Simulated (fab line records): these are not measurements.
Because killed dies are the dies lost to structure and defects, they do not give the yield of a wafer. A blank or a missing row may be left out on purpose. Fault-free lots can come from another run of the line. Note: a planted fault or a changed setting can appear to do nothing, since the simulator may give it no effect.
fab line records	flow nand_harc
record: lots: 13	wafers: 39	last_day: 25
route steps=1159 shown THIN_TSV@1103 END@1159
lots that met no fault: taken from a fault-free run of the same line
start_h: start of the lot's first displayed wafer, in hours after the record's first day	wait_h: hours since the lot's step before	" as in the row above	L1.1+2: a row that stands for several wafers	- no value present, or no start provided	* or withheld: withheld	< > ~ a bound
route shown NAME@n: a module of which the file shows steps, and the number in the route of the first	usual: the fault-free wafers' mean and standard deviation	same: alike in all rows	chamber/n: place in a boat	sites: per-site readings	_std_site: how widely they spread, as a standard deviation	_edge_site: inner sites' mean taken away from outer sites' mean	radius_mm: how far each site lies from the wafer's centre	mask NAME#n: copy n	behind: the last tool/chamber to shape the wafer	hold: what put the lot on hold/how long, in hours/how the hold closed	device: the transistor (n, p or np) that didn't switch	end of line: the same wafers' tests at the end of the route	where a step has no rows: the recipe by itself	killed: at the first sort, the dies lost to defects and structure; wafer yield is something else	map: a wafer's dies, x killed, . not, _ none there
set.NAME: the setting as run; set.NAME@STEP: as run at that earlier step	model.NAME: the simulator's own value behind a step, which no gauge read
one table for each step of the route and one row for each wafer, over a sample of lots
services: from which hour (start_h, from the record's first day; less than 0 if before it) a tool's chamber was out of use, for how many hours, and why
== steps ==
step: NHARC_THIN_TSV_THK_MEAS_02
recipe: thk_meas_gauge: ir
usual: thk_nm: 3002/200
lot.wafer	tool	chamber	start_h	wait_h	thk_nm
L983.1	film_metro-01	-	439.19	0.2	2977
L983.3	"	-	"	"	2926
L983.6	"	-	"	"	2899
L981.1	film_metro-01	-	440.84	0.2	3203
L981.2	"	-	"	"	3125
L981.6	"	-	"	"	3159
L988.2	film_metro-01	-	452.45	-	2693
L988.4	"	-	"	"	2959
L988.5	"	-	"	"	2880
L986.1	film_metro-01	-	455.72	-	2870
L986.3	"	-	"	"	2987
L986.6	"	-	"	"	2972
L989.1	film_metro-01	-	480.52	0.2	2702
L989.3	"	-	"	"	2773
L989.4	"	-	"	"	2687
L987.1	film_metro-01	-	484.83	0.2	2767
L987.5	"	-	"	"	2766
L987.6	"	-	"	"	2945
L992.1	film_metro-01	-	510.01	-	3022
L992.5	"	-	"	"	2937
L992.6	"	-	"	"	2861
L994.2	film_metro-02	-	531.27	-	3448
L994.3	"	-	"	"	3155
L994.4	"	-	"	"	3397
L993.1	film_metro-02	-	532.45	-	2998
L993.2	"	-	"	"	2936
L993.4	"	-	"	"	2613
L997.1	film_metro-01	-	543.63	-	2981
L997.2	"	-	"	"	3039
L997.4	"	-	"	"	2951
L101.1	film_metro-01	-	550.80	-	2709
L101.3	"	-	"	"	3393
L101.5	"	-	"	"	2734
L103.1	film_metro-02	-	552.01	0.2	3170
L103.5	"	-	"	"	2974
L103.6	"	-	"	"	3049
L102.1	film_metro-01	-	566.96	0.2	2982
L102.4	"	-	"	"	3009
L102.6	"	-	"	"	3063
step: NHARC_THIN_TSV_CD_MEAS_12
recipe: target_cd_nm: 1000	landing_energy_ev: 500
usual: cd_nm: 1000.2/2.4
lot.wafer	tool	chamber	start_h	wait_h	cd_nm
L983.1	cd_sem-02	0	440.26	-	998.0
L983.3	"	0	"	"	1002.6
L983.6	"	0	"	"	999.2
L981.1	cd_sem-03	0	441.91	-	1000.5
L981.2	"	0	"	"	1004.2
L981.6	"	0	"	"	1001.1
L988.2	cd_sem-02	0	453.38	-	1001.9
L988.4	"	0	"	"	1000.3
L988.5	"	0	"	"	1002.5
L986.1	cd_sem-03	0	456.92	-	1001.6
L986.3	"	0	"	"	1001.4
L986.6	"	0	"	"	998.7
L989.1	cd_sem-03	0	481.57	-	1002.6
L989.3	"	0	"	"	1003.2
L989.4	"	0	"	"	1005.7
L987.1	cd_sem-01	0	485.88	-	997.7
L987.5	"	0	"	"	997.0
L987.6	"	0	"	"	1002.0
L992.1	cd_sem-01	0	511.11	-	998.8
L992.5	"	0	"	"	997.8
L992.6	"	0	"	"	998.1
L994.2	cd_sem-01	0	532.35	-	998.2
L994.3	"	0	"	"	1000.1
L994.4	"	0	"	"	1003.3
L993.1	cd_sem-01	0	533.39	-	1001.9
L993.2	"	0	"	"	996.4
L993.4	"	0	"	"	996.9
L997.1	cd_sem-03	0	544.69	-	1001.1
L997.2	"	0	"	"	997.1
L997.4	"	0	"	"	1003.1
L101.1	cd_sem-02	0	551.88	-	1001.5
L101.3	"	0	"	"	997.4
L101.5	"	0	"	"	996.5
L103.1	cd_sem-02	0	553.08	-	1002.1
L103.5	"	0	"	"	999.5
L103.6	"	0	"	"	1001.0
L102.1	cd_sem-02	0	568.03	-	1004.0
L102.4	"	0	"	"	998.6
L102.6	"	0	"	"	1003.1
step: NHARC_THIN_TSV_DEP_47
recipe: target_thk_a: 2000	temp_c: withheld	pressure_torr: 6.5	rf_w: 900	teos_flow_sccm: 161.4	flow_sccm: 2650	target_thk_nm: 200	gas: O2	material: SiO2
usual: chamber_pressure_Torr: 6.502/0.014	flow_sccm: 2651/7.9	throttle_valve_pct: 16.2/0.59
lot.wafer	tool	chamber	start_h	wait_h	chamber_pressure_Torr	flow_sccm	throttle_valve_pct
L983.3	pecvd-03	2	442.15	-	6.500	2650	17.0
L983.1	"	0	"	"	6.504	2653	16.8
L983.6	"	2	"	"	6.477	2651	17.1
L981.2	pecvd-03	1	443.77	-	6.510	2641	15.9
L981.1	"	0	"	"	6.490	2656	17.2
L981.6	"	0	"	"	6.514	2658	17.1
L988.2	pecvd-03	2	456.34	-	6.484	2640	17.1
L988.4	"	1	"	"	6.523	2656	15.9
L988.5	"	2	"	"	6.499	2644	17.1
L986.1	pecvd-02	1	459.43	-	6.511	2660	16.1
L986.3	"	2	"	"	6.516	2657	15.4
L986.6	"	0	"	"	6.475	2640	16.0
L989.1	pecvd-01	0	483.41	-	6.509	2647	16.0
L989.3	"	2	"	"	6.520	2654	16.0
L989.4	"	2	"	"	6.507	2648	16.1
L987.1	pecvd-02	0	487.72	-	6.499	2638	16.3
L987.6	"	0	"	"	6.501	2661	15.9
L987.5	"	1	"	"	6.512	2659	16.2
L992.1	pecvd-02	1	513.20	-	6.518	2656	16.1
L992.6	"	1	"	"	6.497	2644	16.1
L992.5	"	2	"	"	6.498	2658	15.2
L994.3	pecvd-01	0	534.21	-	-	-	-
L994.2	"	1	"	"	-	-	-
L994.4	"	1	"	"	-	-	-
L993.2	pecvd-02	0	535.23	-	-	-	-
L993.1	"	2	"	"	-	-	-
L993.4	"	2	"	"	-	-	-
L997.1	pecvd-02	2	547.00	-	6.480	2654	15.5
L997.2	"	0	"	"	6.494	2648	16.1
L997.4	"	2	"	"	6.494	2658	15.7
L101.3	pecvd-01	0	553.87	-	6.482	2633	16.4
L101.1	"	1	"	"	6.488	2661	15.3
L101.5	"	2	"	"	6.497	2660	16.3
L103.1	pecvd-01	2	554.96	-	6.523	2654	16.4
L103.5	"	1	"	"	6.489	2642	15.1
L103.6	"	0	"	"	6.506	2647	16.2
L102.1	pecvd-01	1	570.01	-	6.511	2650	15.5
L102.6	"	1	"	"	6.519	2655	15.3
L102.4	"	2	"	"	6.508	2649	16.5
step: NHARC_THIN_TSV_PRE_CLEAN_54
recipe: time_s: 30	temp_c: 280	gas: H2/He
usual: heater_power_w: 424/43	susceptor_temp_C: 280.01/0.18
lot.wafer	tool	chamber	start_h	wait_h	heater_power_w	susceptor_temp_C
L983.1	pvd_sputter-01	-	445.08	0.1	413	280.31
L983.3	"	-	"	"	497	280.13
L983.6	"	-	"	"	451	280.25
L981.2	pvd_sputter-02	-	446.90	0.1	354	279.91
L981.1	"	-	"	"	460	280.06
L981.6	"	-	"	"	446	279.94
L988.4	pvd_sputter-02	-	459.84	0.1	453	280.08
L988.2	"	-	"	"	475	279.96
L988.5	"	-	"	"	363	280.18
L986.1	pvd_sputter-01	-	462.76	0.1	390	279.70
L986.3	"	-	"	"	504	279.88
L986.6	"	-	"	"	408	280.21
L989.3	pvd_sputter-02	-	486.41	0.0	452	-
L989.4	"	-	"	"	462	-
L989.1	"	-	"	"	353	-
L987.1	pvd_sputter-01	-	490.76	0.1	492	-
L987.6	"	-	"	"	430	-
L987.5	"	-	"	"	381	-
L992.1	pvd_sputter-01	-	516.19	0.1	410	-
L992.6	"	-	"	"	459	-
L992.5	"	-	"	"	393	-
L994.2	pvd_sputter-03	-	537.21	0.0	362	280.38
L994.4	"	-	"	"	458	279.85
L994.3	"	-	"	"	368	279.93
L993.4	pvd_sputter-02	-	538.37	0.0	441	279.99
L993.1	"	-	"	"	461	280.14
L993.2	"	-	"	"	362	280.24
L997.2	pvd_sputter-03	-	550.08	0.0	444	279.97
L997.4	"	-	"	"	374	279.65
L997.1	"	-	"	"	398	279.91
L101.3	pvd_sputter-01	-	556.89	0.1	472	280.11
L101.1	"	-	"	"	404	280.12
L101.5	"	-	"	"	407	280.11
L103.1	pvd_sputter-03	-	557.95	0.0	360	279.99
L103.6	"	-	"	"	352	280.04
L103.5	"	-	"	"	452	279.99
L102.4	pvd_sputter-03	-	572.96	0.0	373	279.96
L102.1	"	-	"	"	396	280.43
L102.6	"	-	"	"	392	279.91
step: NHARC_END_SORT_01
recipe: temp_c: 25
usual: defect_limited_yield: 95.8/1.3	killed_at_array: 24/8.7	killed_at_other: 0.8/1.2	killed_at_periphery: 3.6/2.3	killed_dies: 28/8.9	killed_open: 3.2/1.9	killed_short: 2.0/1.6	sort_bin_2_pct: 1.3/0.57	sort_bin_3_pct: 0.22/0.19	sort_bin_4_pct: 2.7/0.89	sort_n_pass: 649/8.9	sort_rim_yield_pct: 95/3.1	sort_yield_pct: 95.8/1.3
same: gross_dies: 677	sort_bin_5_pct[%]: 0	sort_bin_6_pct[%]: 0	sort_bin_7_pct[%]: 0	sort_bin_8_pct[%]: 0	sort_rim_n_gross: 106.00
lot.wafer	tool	chamber	start_h	wait_h	hold	defect_limited_yield[%]	killed_at_array	killed_at_other	killed_at_periphery	killed_dies	killed_open	killed_short	sort_bin_2_pct[%]	sort_bin_3_pct[%]	sort_bin_4_pct[%]	sort_n_pass	sort_rim_yield_pct[%]	sort_yield_pct[%]
L981.1	prober-02	0	464.84	2.5	-	95.4	28	1	2	31	2	2	0.9	0.44	3.2	646	97	95.4
L981.2	prober-02	0	465.64	2.8	-	96.3	23	0	2	25	4	1	1.8	0.15	1.8	652	97	96.3
L981.6	prober-02	0	468.85	4.0	-	97.2	17	0	2	19	1	3	0.7	0	2.1	658	94	97.2
L983.1	prober-01	0	472.38	2.5	-	95.3	26	1	5	32	3	6	1.3	0.30	3.1	645	97	95.3
L983.3	prober-01	0	473.97	3.1	-	97.2	18	0	1	19	5	1	0.9	0.15	1.8	658	93	97.2
L983.6	prober-01	0	476.35	4.0	-	96.8	17	0	5	22	6	0	0.9	0.30	2.1	655	92	96.8
L988.2	prober-02	0	481.13	2.8	-	97.3	16	0	2	18	4	4	0.9	0.15	1.6	659	99	97.3
L988.4	prober-02	0	482.72	3.4	-	96.6	18	0	5	23	6	2	0.7	0.15	2.5	654	97	96.6
L988.5	prober-02	0	483.52	3.7	-	97.3	17	0	1	18	4	2	1.2	0.15	1.3	659	98	97.3
L986.1	prober-01	0	487.92	2.5	-	94.1	35	1	4	40	1	2	2.8	0.15	3.0	637	92	94.1
L986.3	prober-01	0	489.50	3.1	-	95.4	26	1	4	31	3	1	0.6	0.30	3.7	646	91	95.4
L986.6	prober-01	0	491.88	4.0	-	95.4	28	1	2	31	2	2	1.9	0.15	2.5	646	92	95.4
L989.1	prober-02	0	496.76	2.5	-	94.4	30	0	8	38	2	2	1.6	0.44	3.5	639	95	94.4
L989.3	prober-02	0	498.38	3.1	-	95.9	22	1	5	28	2	2	1.6	0.44	2.1	649	92	95.9
L989.4	prober-02	0	499.19	3.4	-	94.8	24	2	9	35	7	3	1.9	0.15	3.1	642	98	94.8
L987.1	prober-01	0	504.42	2.4	-	95.6	24	3	3	30	4	2	1.3	0.44	2.7	647	92	95.6
L987.5	prober-01	0	507.66	3.7	-	96.0	26	1	0	27	2	3	1.3	0.15	2.5	650	94	96.0
L987.6	prober-01	0	508.47	4.1	-	96.2	25	0	1	26	2	2	1.2	0.15	2.5	651	94	96.2
L992.1	prober-01	0	526.03	2.5	-	96.3	19	0	6	25	3	1	1.2	0.30	2.2	652	96	96.3
L992.5	prober-01	0	529.20	3.7	-	96.5	19	1	4	24	7	1	1.0	0.44	2.1	653	91	96.5
L992.6	prober-01	0	529.99	4.0	-	97.0	17	0	3	20	0	0	0.3	0.15	2.5	657	97	97.0
L994.2	prober-01	0	546.96	2.8	await_dispo/1.5h/scrap	0	14	655	8	677	3	2	97.8	0.44	1.8	0	0	0
L994.3	prober-01	0	547.76	3.1	await_dispo/1.5h/scrap	0	23	646	8	677	6	3	96.3	0.15	3.5	0	0	0
L994.4	prober-01	0	548.56	3.4	await_dispo/1.5h/scrap	0	13	657	7	677	1	5	97.6	0.15	2.2	0	0	0
L993.1	prober-02	0	553.94	2.5	await_dispo/3.0h/scrap	0	26	647	4	677	3	4	97.0	0.59	2.4	0	0	0
L993.2	prober-02	0	554.76	2.8	await_dispo/3.0h/scrap	0	29	638	10	677	6	3	96.6	0.15	3.2	0	0	0
L993.4	prober-02	0	556.40	3.4	await_dispo/3.0h/scrap	0	20	651	6	677	3	1	97.3	0	2.7	0	0	0
L997.1	prober-02	0	561.88	2.5	-	93.6	37	0	6	43	0	3	0.7	0.74	4.9	634	95	93.6
L997.2	prober-02	0	562.67	2.8	-	95.6	21	0	9	30	3	1	1.8	0	2.7	647	94	95.6
L997.4	prober-02	0	564.24	3.4	-	96.0	23	0	4	27	1	2	1.3	0.15	2.5	650	92	96.0
L101.1	prober-02	0	569.59	2.5	-	96.0	25	0	2	27	5	1	1.6	0.30	2.1	650	92	96.0
L101.3	prober-02	0	571.19	3.1	-	94.7	33	0	3	36	3	3	1.2	0.44	3.7	641	98	94.7
L101.5	prober-02	0	572.80	3.7	-	93.8	39	0	3	42	5	1	2.8	0.44	3.0	635	100	93.8
L103.1	prober-01	0	577.35	2.5	-	97.0	18	2	0	20	2	0	0.9	0	2.1	657	99	97.0
L103.5	prober-01	0	580.56	3.7	-	97.2	18	0	1	19	0	1	0.7	0.15	1.9	658	96	97.2
L103.6	prober-01	0	581.37	4.0	-	95.9	26	0	2	28	3	7	1.3	0.15	2.7	649	97	95.9
L102.1	prober-02	0	585.23	2.5	-	95.6	25	3	2	30	4	1	1.9	0.15	2.4	647	94	95.6
L102.4	prober-02	0	587.64	3.4	-	96.8	15	3	4	22	3	2	0.7	0.15	2.4	655	94	96.8
L102.6	prober-02	0	589.24	4.0	-	96.8	16	3	3	22	3	0	0.9	0.15	2.2	655	92	96.8
killed by level:class
L981.1 A_SLIT:chamber_film_flake=13 A_M1:chamber_film_flake=4 A_CHANNEL_HOLE_D1:chamber_film_flake=3 A_STAIRCASE:chamber_film_flake=2 A_CONTACT:chamber_film_flake=2 P_CONTACT:geometric_particle:short=1 A_CHANNEL_FILL_D1:geometric_particle:short=1 A_CHANNEL_FILL_D1:geometric_particle:open=1
L981.2 A_SLIT:chamber_film_flake=10 A_CONTACT:chamber_film_flake=6 A_M1:chamber_film_flake=4 A_CONTACT:geometric_particle:open=2 P_CONTACT:geometric_particle:open=1 P_M0:geometric_particle:short=1 A_SOURCE_PLATE:geometric_particle:open=1
L981.6 A_SLIT:chamber_film_flake=11 A_CONTACT:chamber_film_flake=2 P_STI:geometric_particle:short=1 P_BONDPAD:geometric_particle:short=1 A_CHANNEL_FILL_D1:geometric_particle:open=1 A_SGD_CUT:geometric_particle:short=1 A_CHANNEL_HOLE_D1:chamber_film_flake=1 A_STAIRCASE:chamber_film_flake=1
L983.1 A_SLIT:chamber_film_flake=7 A_CHANNEL_HOLE_D1:chamber_film_flake=4 A_CONTACT:chamber_film_flake=4 A_STAIRCASE:chamber_film_flake=3 P_M1:chamber_film_flake=2 P_CONTACT:geometric_particle:short=1 A_ONON_D1:geometric_particle:open=1 A_ONON_D1:geometric_particle:short=1
L983.3 A_SLIT:chamber_film_flake=6 A_STAIRCASE:chamber_film_flake=3 A_CONTACT:chamber_film_flake=2 P_GATE:geometric_particle:short=1 A_CHANNEL_HOLE_D1:geometric_particle:open=1 A_CHANNEL_FILL_D1:geometric_particle:open=1 A_SGD_CUT:geometric_particle:open=1 A_BLC:geometric_particle:open=1
L983.6 A_SLIT:chamber_film_flake=6 A_CHANNEL_HOLE_D1:chamber_film_flake=2 A_STAIRCASE:chamber_film_flake=2 A_CONTACT:chamber_film_flake=2 P_GATE:geometric_particle:open=1 P_CONTACT:geometric_particle:open=1 P_M2:geometric_particle:open=1 A_CHANNEL_HOLE_D1:geometric_particle:open=1
L988.2 A_STAIRCASE:chamber_film_flake=4 A_CONTACT:chamber_film_flake=4 A_WL_FILL:geometric_particle:short=3 P_GATE:geometric_particle:open=1 P_M1:geometric_particle:open=1 A_ONON_D1:geometric_particle:open=1 A_M0:geometric_particle:short=1 A_M0:geometric_particle:open=1
L988.4 A_CHANNEL_HOLE_D1:chamber_film_flake=5 A_STAIRCASE:chamber_film_flake=4 A_CONTACT:chamber_film_flake=4 P_M0:geometric_particle:open=2 P_GATE:geometric_particle:open=1 P_M1:geometric_particle:open=1 A_ONON_D1:geometric_particle:short=1 A_CONTACT:geometric_particle:open=1
L988.5 A_STAIRCASE:chamber_film_flake=4 A_CONTACT:chamber_film_flake=4 A_M0:geometric_particle:open=2 A_WL_FILL:geometric_particle:short=1 A_WL_FILL:geometric_particle:open=1 A_BLC:geometric_particle:open=1 A_M0:geometric_particle:short=1 P_STI:chamber_film_flake=1
L986.1 A_STAIRCASE:chamber_film_flake=12 A_SLIT:chamber_film_flake=10 A_SGD_CUT:chamber_film_flake=6 A_CHANNEL_HOLE_D1:chamber_film_flake=3 P_CONTACT:geometric_particle:open=1 P_M0:geometric_particle:short=1 A_CHANNEL_FILL_D1:geometric_particle:short=1 P_M0:chamber_film_flake=1
L986.3 A_STAIRCASE:chamber_film_flake=8 A_SGD_CUT:chamber_film_flake=8 A_SLIT:chamber_film_flake=6 A_CHANNEL_HOLE_D1:chamber_film_flake=2 P_CONTACT:geometric_particle:open=1 P_M0:geometric_particle:short=1 P_M1:geometric_particle:open=1 A_BLC:geometric_particle:open=1
L986.6 A_STAIRCASE:chamber_film_flake=7 A_SLIT:chamber_film_flake=7 A_CHANNEL_HOLE_D1:chamber_film_flake=5 A_SGD_CUT:chamber_film_flake=3 A_CONTACT:chamber_film_flake=2 P_M0:geometric_particle:open=1 A_CHANNEL_HOLE_D1:geometric_particle:short=1 A_WL_FILL:geometric_particle:short=1
L989.1 A_SLIT:chamber_film_flake=15 A_STAIRCASE:chamber_film_flake=4 A_WL_FILL:chamber_film_flake=3 A_CONTACT:chamber_film_flake=3 A_CONTACT:geometric_particle:short=2 P_ZERO_WELL:chamber_film_flake=2 P_STI:chamber_film_flake=2 P_M2:chamber_film_flake=2
L989.3 A_SLIT:chamber_film_flake=7 A_WL_FILL:chamber_film_flake=4 P_M2:chamber_film_flake=3 A_CHANNEL_HOLE_D1:chamber_film_flake=3 P_ZERO_WELL:chamber_film_flake=2 A_STAIRCASE:chamber_film_flake=2 A_CONTACT:chamber_film_flake=2 A_ONON_D1:geometric_particle:open=1
L989.4 A_SLIT:chamber_film_flake=13 P_ZERO_WELL:chamber_film_flake=3 P_M0:geometric_particle:open=2 P_M2:chamber_film_flake=2 A_CONTACT:chamber_film_flake=2 P_CONTACT:geometric_particle:open=1 A_ONON_D1:geometric_particle:short=1 A_CHANNEL_HOLE_D1:geometric_particle:open=1
L987.1 A_CHANNEL_HOLE_D1:chamber_film_flake=14 A_CONTACT:chamber_film_flake=4 THIN_TSV:chamber_film_flake=3 A_ONON_D1:geometric_particle:open=2 A_STAIRCASE:chamber_film_flake=2 P_CONTACT:geometric_particle:open=1 P_M2:geometric_particle:open=1 A_ONON_D1:geometric_particle:short=1
L987.5 A_CHANNEL_HOLE_D1:chamber_film_flake=14 A_STAIRCASE:chamber_film_flake=4 A_CHANNEL_FILL_D1:geometric_particle:short=2 A_CONTACT:geometric_particle:open=2 A_ONON_D1:geometric_particle:short=1 A_ZERO_WELL:chamber_film_flake=1 A_WL_FILL:chamber_film_flake=1 A_CONTACT:chamber_film_flake=1
L987.6 A_CHANNEL_HOLE_D1:chamber_film_flake=17 A_STAIRCASE:chamber_film_flake=2 A_SGD_CUT:geometric_particle:short=1 A_WL_FILL:geometric_particle:open=1 A_WL_FILL:geometric_particle:short=1 A_CONTACT:geometric_particle:open=1 P_GATE:chamber_film_flake=1 A_WL_FILL:chamber_film_flake=1
L992.1 A_CHANNEL_HOLE_D1:chamber_film_flake=12 A_CONTACT:chamber_film_flake=3 P_BONDPAD:chamber_film_flake=2 A_STAIRCASE:chamber_film_flake=2 P_CONTACT:geometric_particle:open=1 P_M0:geometric_particle:short=1 A_CONTACT:geometric_particle:open=1 A_M0:geometric_particle:open=1
L992.5 A_CHANNEL_HOLE_D1:chamber_film_flake=9 A_STAIRCASE:chamber_film_flake=6 P_M0:geometric_particle:open=3 A_CONTACT:geometric_particle:open=2 A_M0:geometric_particle:open=1 A_M1:geometric_particle:short=1 STARTING-WAFER:geometric_particle:open=1 P_GATE:chamber_film_flake=1
L992.6 A_CHANNEL_HOLE_D1:chamber_film_flake=11 A_STAIRCASE:chamber_film_flake=4 P_STI:chamber_film_flake=3 A_CONTACT:chamber_film_flake=2
L994.2 THIN_TSV:area_dep=654 A_STAIRCASE:chamber_film_flake=5 A_CONTACT:chamber_film_flake=4 P_ZERO_WELL:chamber_film_flake=3 A_CONTACT:geometric_particle:open=2 P_STI:chamber_film_flake=2 A_CHANNEL_HOLE_D1:chamber_film_flake=2 P_M1:geometric_particle:short=1
L994.3 THIN_TSV:area_dep=646 A_CONTACT:chamber_film_flake=6 A_CHANNEL_HOLE_D1:chamber_film_flake=5 A_STAIRCASE:chamber_film_flake=4 A_CONTACT:geometric_particle:open=3 P_ZERO_WELL:chamber_film_flake=3 P_M1:chamber_film_flake=3 P_STI:geometric_particle:open=1
L994.4 THIN_TSV:area_dep=656 P_M1:chamber_film_flake=5 A_STAIRCASE:chamber_film_flake=4 A_CHANNEL_HOLE_D1:geometric_particle:short=2 A_CHANNEL_HOLE_D1:chamber_film_flake=2 A_CONTACT:chamber_film_flake=2 P_M2:geometric_particle:short=1 A_SGD_CUT:geometric_particle:open=1
L993.1 THIN_TSV:area_dep=643 A_CHANNEL_HOLE_D1:chamber_film_flake=13 A_CONTACT:chamber_film_flake=5 THIN_TSV:chamber_film_flake=4 A_CHANNEL_FILL_D1:geometric_particle:short=3 P_M1:chamber_film_flake=3 A_CHANNEL_FILL_D1:geometric_particle:open=1 A_WL_FILL:geometric_particle:open=1
L993.2 THIN_TSV:area_dep=636 A_CHANNEL_HOLE_D1:chamber_film_flake=10 P_M1:chamber_film_flake=6 A_CONTACT:chamber_film_flake=5 A_M0:chamber_film_flake=4 A_CONTACT:geometric_particle:open=3 THIN_TSV:chamber_film_flake=2 P_M0:geometric_particle:short=1
L993.4 THIN_TSV:area_dep=650 A_CHANNEL_HOLE_D1:chamber_film_flake=14 P_M1:chamber_film_flake=4 A_CONTACT:chamber_film_flake=3 P_M1:geometric_particle:open=1 P_BONDPAD:geometric_particle:open=1 A_CHANNEL_FILL_D1:geometric_particle:short=1 A_CONTACT:geometric_particle:open=1
L997.1 A_SLIT:chamber_film_flake=19 A_BLC:chamber_film_flake=6 A_CHANNEL_HOLE_D1:chamber_film_flake=3 A_CONTACT:chamber_film_flake=3 P_ZERO_WELL:chamber_film_flake=2 P_M0:chamber_film_flake=2 A_BONDPAD:chamber_film_flake=2 A_STAIRCASE:geometric_particle:short=1
L997.2 A_SLIT:chamber_film_flake=8 A_CHANNEL_HOLE_D1:chamber_film_flake=6 P_M0:chamber_film_flake=4 P_ZERO_WELL:chamber_film_flake=3 A_M0:geometric_particle:open=2 A_CONTACT:chamber_film_flake=2 P_M2:geometric_particle:open=1 A_SGD_CUT:geometric_particle:short=1
L997.4 A_SLIT:chamber_film_flake=10 A_BLC:chamber_film_flake=5 A_CHANNEL_HOLE_D1:chamber_film_flake=3 P_ZERO_WELL:chamber_film_flake=2 A_CONTACT:chamber_film_flake=2 A_STAIRCASE:geometric_particle:open=1 A_WL_FILL:geometric_particle:short=1 P_GATE:chamber_film_flake=1
L101.1 A_SLIT:chamber_film_flake=14 A_M1:geometric_particle:open=2 A_STAIRCASE:chamber_film_flake=2 A_CONTACT:chamber_film_flake=2 P_M0:geometric_particle:open=1 A_WL_FILL:geometric_particle:short=1 A_BLC:geometric_particle:open=1 A_M0:geometric_particle:open=1
L101.3 A_SLIT:chamber_film_flake=19 A_CHANNEL_HOLE_D1:chamber_film_flake=4 A_CHANNEL_FILL_D1:chamber_film_flake=2 A_CONTACT:chamber_film_flake=2 P_M0:geometric_particle:short=1 P_M0:geometric_particle:open=1 A_SOURCE_PLATE:geometric_particle:open=1 A_CHANNEL_HOLE_D1:geometric_particle:short=1
L101.5 A_SLIT:chamber_film_flake=21 A_STAIRCASE:chamber_film_flake=4 A_CONTACT:chamber_film_flake=4 A_CHANNEL_HOLE_D1:chamber_film_flake=3 A_WL_FILL:geometric_particle:open=2 P_BONDPAD:geometric_particle:open=1 A_ONON_D1:geometric_particle:short=1 A_ONON_D1:geometric_particle:open=1
L103.1 A_CHANNEL_HOLE_D1:chamber_film_flake=7 A_CONTACT:chamber_film_flake=3 A_BLC:geometric_particle:open=1 A_M0:geometric_particle:open=1 A_ZERO_WELL:chamber_film_flake=1 A_CHANNEL_FILL_D1:chamber_film_flake=1 A_STAIRCASE:chamber_film_flake=1 A_SGD_CUT:chamber_film_flake=1
L103.5 A_CHANNEL_HOLE_D1:chamber_film_flake=12 A_CHANNEL_FILL_D1:chamber_film_flake=3 A_ONON_D1:geometric_particle:short=1 P_ZERO_WELL:chamber_film_flake=1 A_ZERO_WELL:chamber_film_flake=1 A_CONTACT:chamber_film_flake=1
L103.6 A_CHANNEL_HOLE_D1:chamber_film_flake=10 A_STAIRCASE:chamber_film_flake=5 A_ONON_D1:geometric_particle:short=2 A_WL_FILL:geometric_particle:short=2 A_CHANNEL_FILL_D1:chamber_film_flake=2 P_M0:geometric_particle:short=1 P_M0:geometric_particle:open=1 A_CHANNEL_HOLE_D1:geometric_particle:short=1
L102.1 A_CHANNEL_HOLE_D1:chamber_film_flake=12 A_CONTACT:chamber_film_flake=6 THIN_TSV:chamber_film_flake=2 P_M0:geometric_particle:open=1 A_SOURCE_PLATE:geometric_particle:open=1 A_SGD_CUT:geometric_particle:open=1 A_M0:geometric_particle:short=1 P_STI:chamber_film_flake=1
L102.4 A_CHANNEL_HOLE_D1:chamber_film_flake=8 THIN_TSV:chamber_film_flake=3 P_M1:geometric_particle:open=2 P_ZERO_WELL:chamber_film_flake=2 A_STAIRCASE:chamber_film_flake=2 A_SOURCE_PLATE:geometric_particle:short=1 A_CHANNEL_HOLE_D1:geometric_particle:short=1 A_BLC:geometric_particle:open=1
L102.6 A_CHANNEL_HOLE_D1:chamber_film_flake=8 A_STAIRCASE:chamber_film_flake=4 THIN_TSV:chamber_film_flake=3 A_CONTACT:chamber_film_flake=2 P_GATE:geometric_particle:open=1 A_CONTACT:geometric_particle:open=1 A_M0:geometric_particle:open=1 P_STI:chamber_film_flake=1
== services ==
tool	chamber	start_h	hours	kind
pecvd-01	-	418.39	13.0	pm
pecvd-01	0	418.39	13.0	vent_cycle
pecvd-01	1	418.39	13.0	vent_cycle
pecvd-01	2	418.39	13.0	vent_cycle
pecvd-01	0	431.39	-	clean
pecvd-01	1	431.39	-	clean
pecvd-01	2	431.39	-	clean
pecvd-01	2	453.02	6.8	repair
pvd_sputter-03	-	458.00	10.0	pm
pvd_sputter-02	-	465.80	1.1	repair
pecvd-03	-	473.17	13.0	pm
pvd_sputter-03	-	494.74	2.8	repair
pecvd-02	-	515.30	13.0	pm
pecvd-02	0	515.30	13.0	vent_cycle
pecvd-02	1	515.30	13.0	vent_cycle
pecvd-02	2	515.30	13.0	vent_cycle
pvd_sputter-03	-	517.47	1.9	repair
pecvd-01	0	520.71	5.4	repair
pecvd-02	0	528.30	-	clean
pecvd-02	1	528.30	-	clean
pecvd-02	2	528.30	-	clean
pvd_sputter-01	-	537.83	10.0	pm
pvd_sputter-01	-	550.11	3.2	repair
pvd_sputter-03	-	563.03	3.1	repair
== key ==
first_sign: step: NHARC_THIN_TSV_DEP_47	reading: tool_record	direction: missing
effect: step: NHARC_END_SORT_01	reading: killed_at_other	direction: up	sigmas: 99+	usual: 0.8	struck: 649
more_kills_born_at: NHARC_THIN_TSV_DEP_47@pecvd-01: 1956	NHARC_THIN_TSV_DEP_47@pecvd-02: 1929
met_at NHARC_THIN_TSV_DEP_47
struck_lots L993,L994
later_rows_left_out L993.1,L993.2,L993.4,L994.2,L994.3,L994.4
not_acting_at NHARC_THIN_TSV_THK_MEAS_02,NHARC_THIN_TSV_CD_MEAS_12,NHARC_THIN_TSV_PRE_CLEAN_54
onset_between 513.20 534.21
fault: kind: skipped_step_whole	tool: pecvd-01,pecvd-02	chamber: -	onset_h: 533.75	steps: NHARC_THIN_TSV_DEP_47	scope: struck_lots_only
later_rows_left_out: the simulator's readings of these wafers behind a module that went badly wrong aren't trusted and aren't shown, but for the sort
